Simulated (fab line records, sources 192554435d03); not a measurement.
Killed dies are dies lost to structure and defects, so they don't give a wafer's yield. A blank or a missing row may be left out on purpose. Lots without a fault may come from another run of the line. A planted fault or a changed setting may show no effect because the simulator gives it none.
Chamber matching | flow n5_finfet | N5_BEOL_M11_STRIP_19 on rie_diel-02: 4 sister chambers
The step strips in O2. 14 wafers are shown with their chamber, then 7 later ones without.

WAFERS WITH THEIR CHAMBER
wafer  | chamber | showerhead_plenum_p_Torr (Torr) | drypump_motor_current_A (A) | oes_product_au (a.u.)
L074.2 | 0       | 2.16                            | 6.3                         | 0.69
L074.4 | 3       | 2.03                            | 5.2                         | 0.83
L074.5 | 1       | 2.12                            | 6.6                         | 0.78
L078.2 | 0       | 2.16                            | 6.3                         | 0.69
L078.3 | 1       | 2.12                            | 6.6                         | 0.76
L078.4 | 2       | 2.05                            | 6.1                         | 0.94
L080.3 | 3       | 2.03                            | 5.3                         | 0.82
L080.4 | 2       | 2.05                            | 6.1                         | 0.91
L080.6 | 0       | 2.16                            | 6.3                         | 0.67
L082.1 | 1       | 2.12                            | 6.7                         | 0.77
L082.2 | 3       | 2.03                            | 5.3                         | 0.81
L082.3 | 0       | 2.16                            | 6.2                         | 0.67
L092.2 | 2       | 2.04                            | 6.1                         | 0.87
L092.4 | 0       | 2.15                            | 6.3                         | 0.96

SIGNATURES (means of the wafers above)
reading                  | chamber 0 | chamber 1 | chamber 2 | chamber 3 | scatter within a chamber
showerhead_plenum_p_Torr | 2.1580    | 2.1200    | 2.0467    | 2.0300    | 0.00383
drypump_motor_current_A  | 6.280     | 6.633     | 6.100     | 5.267     | 0.0462
oes_product_au           | 0.7360    | 0.7700    | 0.9067    | 0.8200    | 0.0812
Rule: a wafer's distance from a chamber is the root of the sum, over the readings, of the square of ((its reading less the chamber's mean) divided by the reading's scatter). The wafer belongs to the nearest chamber; if the next one is less than 2 further off, it can't be placed. The scatter: the root of (the sum of the squares of (reading less its chamber's mean) over the shown wafers, divided by (wafers less chambers)).

WAFERS WITHOUT THEIR CHAMBER
wafer  | showerhead_plenum_p_Torr (Torr) | drypump_motor_current_A (A) | oes_product_au (a.u.)
L092.6 | 2.04                            | 6.0                         | 0.87
L093.2 | 2.02                            | 5.2                         | 0.79
L093.3 | 2.11                            | 6.6                         | 0.75
L093.5 | 2.15                            | 6.3                         | 0.94
L095.1 | 2.11                            | 6.6                         | 0.76
L095.2 | 2.04                            | 6.1                         | 0.86
L095.5 | 2.04                            | 6.1                         | 0.86

WHICH CHAMBER EACH WENT THROUGH
wafer  | from the rows above | in truth
L092.6 | 2                   | 2
L093.2 | 3                   | 3
L093.3 | 1                   | 1
L093.5 | 0                   | 0
L095.1 | 1                   | 1
L095.2 | 2                   | 2
L095.5 | 2                   | 2
Placed correctly: 7 of 7. Can't be placed from these rows: 0. Placed wrongly: 0.
